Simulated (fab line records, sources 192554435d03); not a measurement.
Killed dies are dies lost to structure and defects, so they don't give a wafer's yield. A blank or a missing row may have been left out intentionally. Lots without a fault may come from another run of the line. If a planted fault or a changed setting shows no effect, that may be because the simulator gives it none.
What tool caused it? + flow n5-finfet + 24 lots, 72 wafers sampled, at 6 steps of a route of 1938

## WHAT EACH GAUGE READ, for each wafer
N5_BEOL_M1_CD_MEAS_18: pitch 36 nm, target cd 18 nm. Usual: 18.1 nm for cd-nm, sd 0.31.
| lot  | measured     | on        | cd-nm (nm)     | flag |
|------|--------------|-----------|----------------|------|
| L074 | day 6 01:13  | cd-sem-01 | 17.8 18.1 17.8 |      |
| L075 | day 6 11:31  | cd-sem-03 | 17.8 17.6 17.4 |      |
| L076 | day 6 19:16  | cd-sem-03 | 17.8 17.4 17.6 |      |
| L077 | day 6 21:50  | cd-sem-03 | 18.2 18.1 18.8 |      |
| L078 | day 7 04:13  | cd-sem-01 | 17.8 17.4 17.8 |      |
| L079 | day 7 13:56  | cd-sem-02 | 18.4 18.2 17.9 |      |
| L080 | day 7 17:05  | cd-sem-02 | 17.9 18.0 17.9 |      |
| L081 | day 7 20:12  | cd-sem-01 | 17.9 18.2 18.4 |      |
| L082 | day 8 06:20  | cd-sem-01 | 18.3 18.0 18.1 |      |
| L084 | day 8 12:08  | cd-sem-02 | 18.6 18.2 18.1 |      |
| L083 | day 8 17:52  | cd-sem-03 | 17.8 17.6 17.5 |      |
| L085 | day 8 21:32  | cd-sem-02 | 18.5 17.9 18.3 |      |
| L086 | day 9 03:19  | cd-sem-03 | 18.4 18.3 18.0 |      |
| L087 | day 9 07:07  | cd-sem-02 | 18.9 18.1 18.0 |      |
| L088 | day 9 12:35  | cd-sem-03 | 18.1 17.8 17.7 |      |
| L089 | day 9 20:05  | cd-sem-03 | 17.6 18.4 18.0 |      |
| L090 | day 10 03:19 | cd-sem-02 | 17.8 17.7 18.2 |      |
| L091 | day 10 08:01 | cd-sem-01 | 18.0 18.2 18.4 |      |
| L092 | day 10 17:07 | cd-sem-03 | 18.7 17.6 17.9 |      |
| L093 | day 10 23:13 | cd-sem-01 | 17.3 18.0 18.3 |      |
| L094 | day 11 02:35 | cd-sem-02 | 18.2 18.2 18.1 |      |
| L095 | day 11 09:21 | cd-sem-03 | 17.9 18.1 18.3 |      |
| L096 | day 11 13:14 | cd-sem-02 | 18.2 18.2 18.1 |      |
| L097 | day 11 23:17 | cd-sem-01 | 18.2 18.4 18.4 |      |

N5_BEOL_M1_CD_MEAS_35: target cd 18 nm, target cd y 21 nm. Usual: 18.11 nm for cd-nm, sd 0.3.
| lot  | measured     | on        | cd-nm (nm)        | flag |
|------|--------------|-----------|-------------------|------|
| L074 | day 6 08:34  | cd-sem-01 | 18.40 18.08 17.88 |      |
| L075 | day 6 13:20  | cd-sem-02 | 17.97 17.73 17.87 |      |
| L076 | day 6 21:47  | cd-sem-02 | 17.73 18.11 18.38 |      |
| L077 | day 6 23:08  | cd-sem-03 | 18.35 18.42 18.68 |      |
| L078 | day 7 07:44  | cd-sem-02 | 17.51 17.44 17.97 |      |
| L079 | day 7 16:07  | cd-sem-02 | 18.19 18.16 17.88 |      |
| L080 | day 7 19:01  | cd-sem-02 | 17.62 18.30 18.25 |      |
| L081 | day 7 23:56  | cd-sem-03 | 18.16 17.74 18.20 |      |
| L082 | day 8 17:31  | cd-sem-02 | 17.97 18.15 18.45 |      |
| L084 | day 8 14:35  | cd-sem-02 | 18.31 18.40 18.33 |      |
| L083 | day 8 21:16  | cd-sem-01 | 17.65 17.77 17.58 |      |
| L085 | day 9 02:51  | cd-sem-02 | 18.23 17.99 18.27 |      |
| L086 | day 9 09:56  | cd-sem-02 | 18.68 18.39 17.72 |      |
| L087 | day 9 15:14  | cd-sem-02 | 18.96 17.82 18.00 |      |
| L088 | day 9 19:53  | cd-sem-01 | 17.94 18.27 17.93 |      |
| L089 | day 9 23:17  | cd-sem-02 | 17.78 18.10 18.36 |      |
| L090 | day 10 10:26 | cd-sem-01 | 18.59 18.06 18.27 |      |
| L091 | day 10 15:01 | cd-sem-03 | 18.12 18.39 18.77 |      |
| L092 | day 10 22:12 | cd-sem-02 | 17.89 17.97 18.35 |      |
| L093 | day 11 01:12 | cd-sem-01 | 18.04 17.90 18.06 |      |
| L094 | day 11 05:52 | cd-sem-02 | 18.41 18.10 17.97 |      |
| L095 | day 11 13:02 | cd-sem-01 | 17.79 18.05 18.59 |      |
| L096 | day 11 16:14 | cd-sem-02 | 18.58 18.15 18.20 |      |
| L097 | day 12 10:19 | cd-sem-01 | 18.65 18.35 18.51 |      |

## EACH LOT AND THE TOOL THAT RAN IT (in order: tool; ch and the chambers of the sampled wafers; start)
| lot  | N5_BEOL_M0_SPUTTER_132       | N5_BEOL_M1_HM_DEP_02         | N5_BEOL_M1_DESCUM_16               | N5_BEOL_M1_ETCH_69                 |
|------|------------------------------|------------------------------|------------------------------------|------------------------------------|
| L074 | pvd-sputter-02, day 5 21:01  | pvd-sputter-01, day 5 23:14  | rie-diel-05 ch 1,2,3, day 6 00:38  | rie-diel-05 ch 0,1,2, day 6 01:46  |
| L075 | pvd-sputter-03, day 6 08:28  | pvd-sputter-01, day 6 10:34  | rie-diel-04 ch 1,2, day 6 11:05    | rie-diel-05 ch 0,1,2, day 6 12:09  |
| L076 | pvd-sputter-01, day 6 14:43  | pvd-sputter-02, day 6 17:19  | rie-diel-04 ch 0,2, day 6 18:40    | rie-diel-03 ch 0,1,3, day 6 19:53  |
| L077 | pvd-sputter-02, day 6 16:55  | pvd-sputter-01, day 6 20:46  | rie-diel-03 ch 0,1, day 6 21:25    | rie-diel-05 ch 0,1, day 6 22:20    |
| L078 | pvd-sputter-03, day 7 01:09  | pvd-sputter-01, day 7 03:08  | rie-diel-05 ch 1,2,3, day 7 03:47  | rie-diel-05 ch 2,3, day 7 04:43    |
| L079 | pvd-sputter-01, day 7 10:33  | pvd-sputter-03, day 7 12:59  | rie-diel-04 ch 0,2,3, day 7 13:31  | rie-diel-04 ch 0,1,2, day 7 14:36  |
| L080 | pvd-sputter-03, day 7 14:05  | pvd-sputter-01, day 7 16:05  | rie-diel-04 ch 0,1,2, day 7 16:35  | rie-diel-05 ch 0,1,2, day 7 17:35  |
| L081 | pvd-sputter-01, day 7 16:23  | pvd-sputter-01, day 7 19:12  | rie-diel-05 ch 0,1,3, day 7 19:46  | rie-diel-04 ch 0,1,2, day 7 20:41  |
| L082 | pvd-sputter-02, day 8 03:11  | pvd-sputter-02, day 8 05:22  | rie-diel-03 ch 0,2,3, day 8 05:55  | rie-diel-03 ch 1,3, day 8 06:57    |
| L084 | pvd-sputter-01, day 8 06:31  | pvd-sputter-02, day 8 10:59  | rie-diel-04 ch 0,1,3, day 8 11:38  | rie-diel-04 ch 1,3, day 8 12:37    |
| L083 | pvd-sputter-03, day 8 14:19  | pvd-sputter-02, day 8 16:54  | rie-diel-03 ch 0,3, day 8 17:27    | rie-diel-05 ch 0,3, day 8 18:23    |
| L085 | pvd-sputter-01, day 8 17:04  | pvd-sputter-02, day 8 20:30  | rie-diel-05 ch 2,3, day 8 21:05    | rie-diel-04 ch 0,1, day 8 22:09    |
| L086 | pvd-sputter-03, day 9 00:11  | pvd-sputter-03, day 9 02:14  | rie-diel-05 ch 0,3, day 9 02:53    | rie-diel-03 ch 0,1,2, day 9 03:49  |
| L087 | pvd-sputter-03, day 9 02:48  | pvd-sputter-03, day 9 06:11  | rie-diel-03 ch 0,1,3, day 9 06:42  | rie-diel-04 ch 0,1,2, day 9 07:37  |
| L088 | pvd-sputter-03, day 9 09:50  | pvd-sputter-03, day 9 11:26  | rie-diel-04 ch 0,2,3, day 9 12:04  | rie-diel-04 ch 1,2, day 9 13:12    |
| L089 | pvd-sputter-03, day 9 16:19  | pvd-sputter-03, day 9 18:59  | rie-diel-04 ch 0,1,2, day 9 19:39  | rie-diel-05 ch 0,2,3, day 9 20:34  |
| L090 | pvd-sputter-02, day 9 23:27  | pvd-sputter-03, day 10 02:22 | rie-diel-03 ch 0,2,3, day 10 02:53 | rie-diel-05 ch 0,2,3, day 10 04:02 |
| L091 | pvd-sputter-01, day 10 03:05 | pvd-sputter-02, day 10 07:02 | rie-diel-03 ch 0,1,2, day 10 07:35 | rie-diel-03 ch 1,3, day 10 08:38   |
| L092 | pvd-sputter-03, day 10 13:13 | pvd-sputter-01, day 10 16:05 | rie-diel-04 ch 0,2,3, day 10 16:36 | rie-diel-05 ch 1,2,3, day 10 17:59 |
| L093 | pvd-sputter-01, day 10 17:28 | pvd-sputter-01, day 10 21:46 | rie-diel-04 ch 0,2, day 10 22:37   | rie-diel-03 ch 0,1, day 10 23:47   |
| L094 | pvd-sputter-01, day 10 22:31 | pvd-sputter-01, day 11 01:20 | rie-diel-03 ch 0,1,3, day 11 02:02 | rie-diel-05 ch 0,1,2, day 11 03:15 |
| L095 | pvd-sputter-02, day 11 06:02 | pvd-sputter-03, day 11 08:13 | rie-diel-05 ch 0,1,2, day 11 08:55 | rie-diel-05 ch 0,1,2, day 11 09:50 |
| L096 | pvd-sputter-02, day 11 09:16 | pvd-sputter-01, day 11 12:10 | rie-diel-05 ch 0,1,2, day 11 12:49 | rie-diel-03 ch 0,2,3, day 11 13:44 |
| L097 | pvd-sputter-02, day 11 19:06 | pvd-sputter-03, day 11 22:17 | rie-diel-04 ch 1,2,3, day 11 22:49 | rie-diel-04 ch 1,2,3, day 11 23:55 |
- N5_BEOL_M0_SPUTTER_132: material Cu, target thk 4 nm, time 7.37 s.
- N5_BEOL_M1_HM_DEP_02: deposits TiN, target thk 20 nm.
- N5_BEOL_M1_DESCUM_16: chemistry O2, time 7 s.
- N5_BEOL_M1_ETCH_69: etches SiARC in CF4, target depth 15.6 nm, time 26 s.

## WHAT THE TOOLS THEMSELVES READ (means of the sampled wafers that have a number; where no wafer has one, the mark that the record gives instead)
N5_BEOL_M0_SPUTTER_132. Usual: substrate-temp-c -19.99 C, standard deviation 0.11; throttle-valve-pct 30.3 %, standard deviation 1.2.
| lot  | tool           | substrate-temp-c (C) | throttle-valve-pct (%) | flag |
|------|----------------|----------------------|------------------------|------|
| L074 | pvd-sputter-02 | -20.05               | 29.7                   |      |
| L075 | pvd-sputter-03 | -20.08               | 30.7                   |      |
| L076 | pvd-sputter-01 | -19.96               | 30.3                   |      |
| L077 | pvd-sputter-02 | -19.97               | 29.7                   |      |
| L078 | pvd-sputter-03 | -19.97               | 31.0                   |      |
| L079 | pvd-sputter-01 | -19.99               | 29.8                   |      |
| L080 | pvd-sputter-03 | -19.93               | 31.2                   |      |
| L081 | pvd-sputter-01 | -19.96               | 29.8                   |      |
| L082 | pvd-sputter-02 | -20.10               | 29.9                   |      |
| L084 | pvd-sputter-01 | -19.94               | 29.6                   |      |
| L083 | pvd-sputter-03 | -19.84               | 31.8                   |      |
| L085 | pvd-sputter-01 | -19.99               | 29.5                   |      |
| L086 | pvd-sputter-03 | -20.01               | 30.3                   |      |
| L087 | pvd-sputter-03 | -20.03               | 31.2                   |      |
| L088 | pvd-sputter-03 | -20.13               | 31.1                   |      |
| L089 | pvd-sputter-03 | -20.02               | 30.7                   |      |
| L090 | pvd-sputter-02 | -20.08               | 29.8                   |      |
| L091 | pvd-sputter-01 | -19.99               | 29.7                   |      |
| L092 | pvd-sputter-03 | -19.94               | 31.2                   |      |
| L093 | pvd-sputter-01 | -20.06               | 29.6                   |      |
| L094 | pvd-sputter-01 | -19.87               | 30.0                   |      |
| L095 | pvd-sputter-02 | -19.95               | 30.6                   |      |
| L096 | pvd-sputter-02 | -20.02               | 29.9                   |      |
| L097 | pvd-sputter-02 | -19.87               | 30.4                   |      |

N5_BEOL_M1_HM_DEP_02. Usual: substrate-temp-c 25.00 C, standard deviation 0.11; throttle-valve-pct 30.3 %, standard deviation 1.1.
| lot  | tool           | substrate-temp-c (C) | throttle-valve-pct (%) | flag |
|------|----------------|----------------------|------------------------|------|
| L074 | pvd-sputter-01 | 24.89                | 29.8                   |      |
| L075 | pvd-sputter-01 | 25.00                | 30.0                   |      |
| L076 | pvd-sputter-02 | 24.99                | 29.0                   |      |
| L077 | pvd-sputter-01 | 24.95                | 29.5                   |      |
| L078 | pvd-sputter-01 | 25.00                | 30.0                   |      |
| L079 | pvd-sputter-03 | 24.94                | 31.3                   |      |
| L080 | pvd-sputter-01 | 25.03                | 30.1                   |      |
| L081 | pvd-sputter-01 | 24.99                | 29.8                   |      |
| L082 | pvd-sputter-02 | 24.98                | 29.8                   |      |
| L084 | pvd-sputter-02 | 24.88                | 29.2                   |      |
| L083 | pvd-sputter-02 | 25.09                | 29.8                   |      |
| L085 | pvd-sputter-02 | 25.15                | 30.6                   |      |
| L086 | pvd-sputter-03 | 25.12                | 31.1                   |      |
| L087 | pvd-sputter-03 | 25.11                | 30.6                   |      |
| L088 | pvd-sputter-03 | 25.07                | 31.6                   |      |
| L089 | pvd-sputter-03 | 25.03                | 30.4                   |      |
| L090 | pvd-sputter-03 | 25.01                | 31.7                   |      |
| L091 | pvd-sputter-02 | 25.05                | 29.7                   |      |
| L092 | pvd-sputter-01 | 25.01                | 29.9                   |      |
| L093 | pvd-sputter-01 | 25.04                | 29.3                   |      |
| L094 | pvd-sputter-01 | 24.99                | 30.0                   |      |
| L095 | pvd-sputter-03 | 25.00                | 30.6                   |      |
| L096 | pvd-sputter-01 | 24.96                | 29.9                   |      |
| L097 | pvd-sputter-03 | 24.92                | 31.2                   |      |

N5_BEOL_M1_DESCUM_16. Usual: drypump-motor-current-A 5.7 A, standard deviation 0.5; oes-product-au 0.79 a.u., standard deviation 0.073; rf-vpp-V 243.3 V, standard deviation 1.5; showerhead-plenum-p-Torr 2.10 Torr, standard deviation 0.078; throttle-valve-pct 20.41 %, standard deviation 0.17.
| lot  | tool        | drypump-motor-current-A (A) | oes-product-au (a.u.) | rf-vpp-V (V) | showerhead-plenum-p-Torr (Torr) | throttle-valve-pct (%) | flag |
|------|-------------|-----------------------------|-----------------------|--------------|---------------------------------|------------------------|------|
| L074 | rie-diel-05 | 5.4                         | 0.84                  | 244.3        | 2.17                            | 20.27                  |      |
| L075 | rie-diel-04 | 5.0                         | 0.78                  | 244.2        | 2.13                            | 20.36                  |      |
| L076 | rie-diel-04 | 5.8                         | 0.75                  | 243.2        | 2.12                            | 20.30                  |      |
| L077 | rie-diel-03 | 5.6                         | 0.76                  | 242.5        | 2.06                            | 20.48                  |      |
| L078 | rie-diel-05 | 5.3                         | 0.83                  | 244.5        | 2.17                            | 20.28                  |      |
| L079 | rie-diel-04 | 5.7                         | 0.74                  | 242.8        | 2.09                            | 20.30                  |      |
| L080 | rie-diel-04 | 5.5                         | 0.78                  | 243.7        | 2.10                            | 20.43                  |      |
| L081 | rie-diel-05 | 5.6                         | 0.83                  | 243.6        | 2.11                            | 20.39                  |      |
| L082 | rie-diel-03 | 5.9                         | 0.84                  | 244.7        | 2.15                            | 20.39                  |      |
| L084 | rie-diel-04 | 5.9                         | 0.78                  | 243.0        | 2.04                            | 20.48                  |      |
| L083 | rie-diel-03 | 5.9                         | 0.87                  | 244.1        | 2.18                            | 20.49                  |      |
| L085 | rie-diel-05 | 5.4                         | 0.80                  | 244.3        | 2.16                            | 20.35                  |      |
| L086 | rie-diel-05 | 6.0                         | 0.81                  | 242.5        | 2.05                            | 20.54                  |      |
| L087 | rie-diel-03 | 5.8                         | 0.80                  | 243.0        | 2.10                            | 20.50                  |      |
| L088 | rie-diel-04 | 5.6                         | 0.74                  | 242.8        | 2.08                            | 20.31                  |      |
| L089 | rie-diel-04 | 5.4                         | 0.77                  | 242.7        | 2.09                            | 20.45                  |      |
| L090 | rie-diel-03 | 5.9                         | 0.82                  | 243.7        | 2.14                            | 20.41                  |      |
| L091 | rie-diel-03 | 5.9                         | 0.76                  | 242.6        | 2.06                            | 20.40                  |      |
| L092 | rie-diel-04 | 5.6                         | 0.73                  | 242.8        | 2.08                            | 20.33                  |      |
| L093 | rie-diel-04 | 5.2                         | 0.73                  | 243.7        | 2.13                            | 20.28                  |      |
| L094 | rie-diel-03 | 5.8                         | 0.78                  | 243.7        | 2.10                            | 20.50                  |      |
| L095 | rie-diel-05 | 5.7                         | 0.83                  | 243.6        | 2.15                            | 20.44                  |      |
| L096 | rie-diel-05 | 5.7                         | 0.84                  | 243.6        | 2.15                            | 20.44                  |      |
| L097 | rie-diel-04 | 5.4                         | 0.75                  | 242.5        | 2.06                            | 20.46                  |      |

N5_BEOL_M1_ETCH_69. Usual: bias-w is 36.00 W with standard deviation 0.1, drypump-motor-current-A is 5.7 A with standard deviation 0.47, etch-rf-on-time-s is 25.8 s with standard deviation 0.5, oes-product-au is 0.69 a.u. with standard deviation 0.064, rf-vpp-V is 184.3 V with standard deviation 1.2, showerhead-plenum-p-Torr is 2.16 Torr with standard deviation 0.078, and throttle-valve-pct is 15.59 % with standard deviation 0.16.
| lot  | tool        | bias-w (W) | drypump-motor-current-A (A) | etch-rf-on-time-s (s) | oes-product-au (a.u.) | rf-vpp-V (V) | showerhead-plenum-p-Torr (Torr) | throttle-valve-pct (%) | flag |
|------|-------------|------------|-----------------------------|-----------------------|-----------------------|--------------|---------------------------------|------------------------|------|
| L074 | rie-diel-05 | 35.95      | 5.7                         | 25.3                  | 0.77                  | 184.6        | 2.21                            | 15.48                  |      |
| L075 | rie-diel-05 | 35.94      | 5.7                         | 25.2                  | 0.77                  | 184.7        | 2.21                            | 15.47                  |      |
| L076 | rie-diel-03 | 36.01      | 5.8                         | 25.7                  | 0.71                  | 183.8        | 2.16                            | 15.65                  |      |
| L077 | rie-diel-05 | 35.97      | 6.0                         | 25.4                  | 0.76                  | 185.1        | 2.15                            | 15.59                  |      |
| L078 | rie-diel-05 | 35.99      | 5.4                         | 26.1                  | 0.69                  | 184.8        | 2.21                            | 15.47                  |      |
| L079 | rie-diel-04 | 35.94      | 5.5                         | 26.0                  | 0.66                  | 184.0        | 2.15                            | 15.61                  |      |
| L080 | rie-diel-05 | 36.04      | 5.7                         | 25.5                  | 0.75                  | 185.3        | 2.20                            | 15.51                  |      |
| L081 | rie-diel-04 | 35.96      | 5.5                         | 26.1                  | 0.66                  | 184.1        | 2.15                            | 15.62                  |      |
| L082 | rie-diel-03 | 36.04      | 6.0                         | 25.8                  | 0.75                  | 184.8        | 2.20                            | 15.63                  |      |
| L084 | rie-diel-04 | 35.99      | 5.8                         | 25.7                  | 0.67                  | 183.8        | 2.07                            | 15.67                  |      |
| L083 | rie-diel-05 | 35.98      | 6.0                         | 25.9                  | 0.68                  | 183.7        | 2.10                            | 15.70                  |      |
| L085 | rie-diel-04 | 35.88      | 6.0                         | 26.1                  | 0.66                  | 184.2        | 2.12                            | 15.66                  |      |
| L086 | rie-diel-03 | 35.95      | 5.8                         | 26.0                  | 0.66                  | 183.6        | 2.12                            | 15.63                  |      |
| L087 | rie-diel-04 | 36.05      | 5.5                         | 25.9                  | 0.65                  | 183.7        | 2.15                            | 15.64                  |      |
| L088 | rie-diel-04 | 36.04      | 5.1                         | 25.5                  | 0.69                  | 183.6        | 2.13                            | 15.74                  |      |
| L089 | rie-diel-05 | 35.94      | 5.7                         | 25.9                  | 0.68                  | 184.9        | 2.15                            | 15.62                  |      |
| L090 | rie-diel-05 | 35.96      | 5.7                         | 26.0                  | 0.68                  | 184.7        | 2.15                            | 15.62                  |      |
| L091 | rie-diel-03 | 36.15      | 6.1                         | 26.1                  | 0.72                  | 184.5        | 2.20                            | 15.66                  |      |
| L092 | rie-diel-05 | 36.05      | 5.3                         | 25.8                  | 0.68                  | 183.6        | 2.20                            | 15.50                  |      |
| L093 | rie-diel-03 | 35.93      | 5.6                         | 25.9                  | 0.63                  | 183.9        | 2.11                            | 15.78                  |      |
| L094 | rie-diel-05 | 35.91      | 5.7                         | 25.6                  | 0.72                  | 184.4        | 2.19                            | 15.55                  |      |
| L095 | rie-diel-05 | 35.98      | 5.7                         | 25.7                  | 0.72                  | 185.2        | 2.19                            | 15.56                  |      |
| L096 | rie-diel-03 | 36.04      | 5.8                         | 26.0                  | 0.70                  | 184.7        | 2.19                            | 15.67                  |      |
| L097 | rie-diel-04 | 35.89      | 5.4                         | 25.8                  | 0.64                  | 183.2        | 2.11                            | 15.68                  |      |

## THE ANSWER, worked out from the rows above alone
Rule: a lot is off if the mean of its wafers that have a number lies more than 3 standard deviations from the usual mean. A lot without any number at a reading at which 4 lots or more have one is off too. Any other lot the step has rows for is counted as sound. Order of review: gauges by route order, followed by the tools' own readings, for which a lot's mean as printed above is used. The first step at which some lot is off is used, and at that step the reading that is off furthest; a lot without a number counts as furthest.
None of the lots is off at any reading shown; this tells nothing.

## WHAT WAS PUT IN BY THE SIMULATOR
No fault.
